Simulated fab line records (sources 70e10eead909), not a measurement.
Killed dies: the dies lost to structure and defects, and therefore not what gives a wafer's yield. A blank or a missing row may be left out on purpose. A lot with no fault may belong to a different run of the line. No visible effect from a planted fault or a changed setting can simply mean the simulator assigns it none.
Which of the tools did it? | flow nand harc | 13 lots, 39 wafers sampled, at 2 steps of a route of 1159

WHAT EACH GAUGE READ, for each wafer
NHARC_P_GATE_CD_MEAS_59: the cd target is 720 nm.
lot  | measured     | on        | cd nm (nm)
L751 | day 5 08:09  | cd sem-03 | 718.3 721.1 719.4
L752 | day 5 07:20  | cd sem-01 | 721.8 718.3 720.0
L753 | day 6 08:10  | cd sem-02 | 716.0 720.5 717.7
L754 | day 6 01:53  | cd sem-01 | 718.2 718.7 717.1
L755 | day 6 03:47  | cd sem-01 | 719.6 718.5 718.4
L756 | day 6 13:28  | cd sem-01 | 717.4 718.7 717.3
L757 | day 6 13:05  | cd sem-01 | 718.0 717.0 717.5
L758 | day 7 05:29  | cd sem-03 | 717.3 723.2 719.6
L759 | day 7 07:50  | cd sem-03 | 719.0 718.7 718.5
L763 | day 8 13:32  | cd sem-01 | 721.4 722.5 723.0
L765 | day 8 23:47  | cd sem-02 | 720.8 718.4 719.4
L766 | day 9 06:42  | cd sem-02 | 721.8 722.0 720.8
L773 | day 10 17:11 | cd sem-02 | 722.3 720.0 721.2

EACH LOT AND THE TOOL THAT RAN IT (in order: tool; ch and the chambers of the sampled wafers; start)
lot  | NHARC_P_ZERO_WELL_PEB_09
L751 | litho track-05 ch 0, day 1 13:04
L752 | litho track-03 ch 0, day 1 19:02
L753 | litho track-05 ch 0, day 2 01:02
L754 | litho track-02 ch 0, day 2 07:02
L755 | litho track-02 ch 0, day 2 13:10
L756 | litho track-02 ch 0, day 2 19:09
L757 | litho track-02 ch 0, day 3 01:23
L758 | litho track-02 ch 0, day 3 07:09
L759 | litho track-05 ch 0, day 3 13:09
L763 | litho track-02 ch 0, day 4 13:02
L765 | litho track-02 ch 0, day 5 01:02
L766 | litho track-02 ch 0, day 5 07:22
L773 | litho track-05 ch 0, day 7 01:10
- NHARC_P_ZERO_WELL_PEB_09: peb time 80 s.

WHAT THE TOOLS THEMSELVES READ (means of the sampled wafers that have a number; where no wafer has one, the mark that the record gives instead)
NHARC_P_ZERO_WELL_PEB_09.
lot  | tool           | exhaust pa (Pa) | plate temp C (C)
L751 | litho track-05 | 45.9            | 128.11
L752 | litho track-03 | 43.8            | 128.02
L753 | litho track-05 | 43.8            | 127.84
L754 | litho track-02 | 44.8            | 128.16
L755 | litho track-02 | 44.9            | 127.98
L756 | litho track-02 | 44.7            | 128.17
L757 | litho track-02 | 44.1            | 128.01
L758 | litho track-02 | 44.1            | 128.00
L759 | litho track-05 | 47.0            | 128.10
L763 | litho track-02 | 45.2            | 128.70
L765 | litho track-02 | 45.3            | 128.75
L766 | litho track-02 | 45.0            | 128.66
L773 | litho track-05 | 44.9            | 127.92

THE ANSWER, worked out from the rows above alone
Rule: usual is defined by the lots themselves. Put in order of their means at a reading, lots are off if they are a third of the lots or fewer, leave a main group of 4 or more, and stand apart from it by a gap of 3 or more times the standard deviation of the main group's means; of several such gaps the widest counts. Not used: any main group whose means are identical at the precision the tables above print for the reading. A lot without any number at a reading at which 4 lots or more have one is off too. The other lots that the step has rows for count as sound. Order of review: gauges by route order, followed by the tools' own readings, for which a lot's mean as printed above is used. At the first step where some lot is off, the reading lying furthest off is the one used; lots without a number count as furthest.
Off: L763, L765, L766 (NHARC_P_ZERO_WELL_PEB_09, plate temp C). The main group has a mean of 128.03 C with a standard deviation of 0.1.
If a tool, at that step or one of the process steps before it, ran each lot that is off and ran no sound lot following the first of them, it fits. One fits: litho track-02 at NHARC_P_ZERO_WELL_PEB_09. A fault onset in the window from L758 (day 3 07:09, its last sound lot) to L763 (day 4 13:02, its first lot off) fits.
The tool's own readings at NHARC_P_ZERO_WELL_PEB_09 bear it out: on the lots that are off they differ by more than 5 times the standard deviation of the sound lots' means. plate temp C reads 128.70 C there against 128.03 C on the sound lots.

WHAT THE SIMULATOR HAD INSERTED
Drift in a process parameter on litho track-02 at NHARC_P_ZERO_WELL_PEB_09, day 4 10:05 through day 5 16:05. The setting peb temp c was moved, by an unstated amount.
Struck lots among those shown: L763, L765, L766. Same finding as the rule above.
